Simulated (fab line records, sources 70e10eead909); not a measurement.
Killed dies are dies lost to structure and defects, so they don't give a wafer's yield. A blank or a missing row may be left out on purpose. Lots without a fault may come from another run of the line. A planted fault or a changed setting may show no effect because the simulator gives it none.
Which tool did it? | flow nand_harc | 12 lots, 36 wafers sampled, at 2 steps of a route of 1302

WHAT THE GAUGES READ, wafer by wafer
NHARC_P_M2_CD_MEAS_09: target cd 170 nm.
lot  | measured     | on        | cd_nm (nm)
L075 | day 6 17:04  | cd_sem-01 | 169.8 169.8 170.7
L077 | day 7 19:35  | cd_sem-03 | 169.8 169.9 168.9
L079 | day 8 07:11  | cd_sem-01 | 171.3 171.7 171.6
L081 | day 9 07:00  | cd_sem-02 | 169.6 168.8 169.4
L084 | day 10 09:43 | cd_sem-02 | 170.6 170.6 171.0
L085 | day 11 02:43 | cd_sem-02 | 170.9 169.7 169.6
L087 | day 11 14:26 | cd_sem-02 | 169.0 170.3 169.9
L089 | day 12 14:04 | cd_sem-02 | 171.6 170.5 170.8
L091 | day 13 19:15 | cd_sem-01 | 168.6 168.8 169.2
L093 | day 14 12:47 | cd_sem-01 | 168.3 168.8 169.6
L096 | day 15 05:26 | cd_sem-03 | 169.3 170.8 169.9
L097 | day 15 22:42 | cd_sem-02 | 169.6 170.0 168.6

WHICH TOOL RAN EACH LOT (tool, then ch and the chambers of the sampled wafers, then the start)
lot  | NHARC_P_M1_PRE_CLEAN_32
L075 | pecvd-03 ch 0,1, day 6 15:45
L077 | pecvd-01 ch 1,2, day 7 18:16
L079 | pecvd-03 ch 0,1,2, day 8 05:59
L081 | pecvd-04 ch 0,1,2, day 9 05:32
L084 | pecvd-04 ch 0,1, day 10 08:25
L085 | pecvd-03 ch 0,1,2, day 11 01:31
L087 | pecvd-04 ch 0,1, day 11 13:07
L089 | pecvd-03 ch 0,1,2, day 12 12:53
L091 | pecvd-04 ch 0,2, day 13 17:56
L093 | pecvd-03 ch 0,2, day 14 11:29
L096 | pecvd-03 ch 0,1, day 15 04:07
L097 | pecvd-03 ch 0,1,2, day 15 21:23
- NHARC_P_M1_PRE_CLEAN_32: time 12 s.

THE ANSWER, worked out from the rows above alone
Rule: what is usual is taken from the lots themselves. Put in order of their means at a reading, lots are off if they are a third of the lots or fewer, leave a main group of 4 or more, and stand apart from it by a gap of 3 or more times the standard deviation of the main group's means; of several such gaps the widest counts. A main group whose means are all the same, to the digits that the tables above print for the reading, isn't used. A lot without any number at a reading at which 4 lots or more have one is off too. The other lots that the step has rows for count as sound.
No lot is off at any reading shown: from this, nothing can be told.

WHAT THE SIMULATOR HAD PUT IN
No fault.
